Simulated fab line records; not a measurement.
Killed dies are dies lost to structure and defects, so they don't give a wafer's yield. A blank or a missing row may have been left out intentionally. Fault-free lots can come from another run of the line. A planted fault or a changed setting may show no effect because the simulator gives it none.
Chamber matching -- flow nand_harc -- NHARC_A_STAIRCASE_ALD_415 on ald_hk-03 has 4 sister chambers
The step deposits SiO2, target thk 30 nm, pulse time 6 s, ald cycles 300. 8 wafers are shown with their chamber, then 12 later ones without.

== WAFERS, EACH WITH ITS CHAMBER ==
wafer,chamber,heater_power_w (W),precursor_pulse_height_rel
L079.3,3,507,0.992
L084.6,0,456,0.998
L085.2,0,486,0.999
L085.3,3,512,1.025
L085.5,1,462,0.997
L086.3,2,490,0.985
L086.5,2,487,0.984
L086.6,1,460,1.051

== WAFERS WITHOUT THEIR CHAMBER ==
wafer,heater_power_w (W),precursor_pulse_height_rel
L090.1,511,1.003
L090.5,472,1.010
L090.6,494,0.989
L089.1,496,1.004
L089.2,497,1.008
L089.3,455,0.986
L092.1,485,1.003
L092.2,514,0.972
L092.4,478,1.030
L092.3,469,1.012
L092.5,492,0.999
L092.6,460,0.987

== CHAMBER TAKEN BY EACH ==
wafer,from the rows above,in truth
L090.1,can't be placed: 3 or 2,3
L090.5,can't be placed: 0 or 1 or 2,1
L090.6,can't be placed: 2 or 3 or 0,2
L089.1,can't be placed: 2 or 3 or 0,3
L089.2,can't be placed: 3 or 2 or 0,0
L089.3,can't be placed: 0 or 1 or 2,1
L092.1,can't be placed: 2 or 0 or 3 or 1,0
L092.2,can't be placed: 3 or 2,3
L092.4,can't be placed: 0 or 1 or 2 or 3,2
L092.3,can't be placed: 0 or 1 or 2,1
L092.5,can't be placed: 2 or 3 or 0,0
L092.6,can't be placed: 0 or 1 or 2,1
Correctly placed: 0 of 12. Not placeable from these rows: 12 (in 12, the candidates include the true chamber). Placed wrongly: 0.
How it was worked out, from the rows above alone: a wafer's distance from a chamber is the root of the sum, over the readings, of the square of ((its reading less the chamber's mean) divided by the reading's scatter). The wafer belongs to the nearest chamber; if the next one is less than 2 further off, it can't be placed. For every chamber, the mean is computed from those of its wafers that are shown. How the scatter is found: for the shown wafers, subtract from each reading the mean of its chamber, square and add these, divide the total by (wafers less chambers), then take the root.
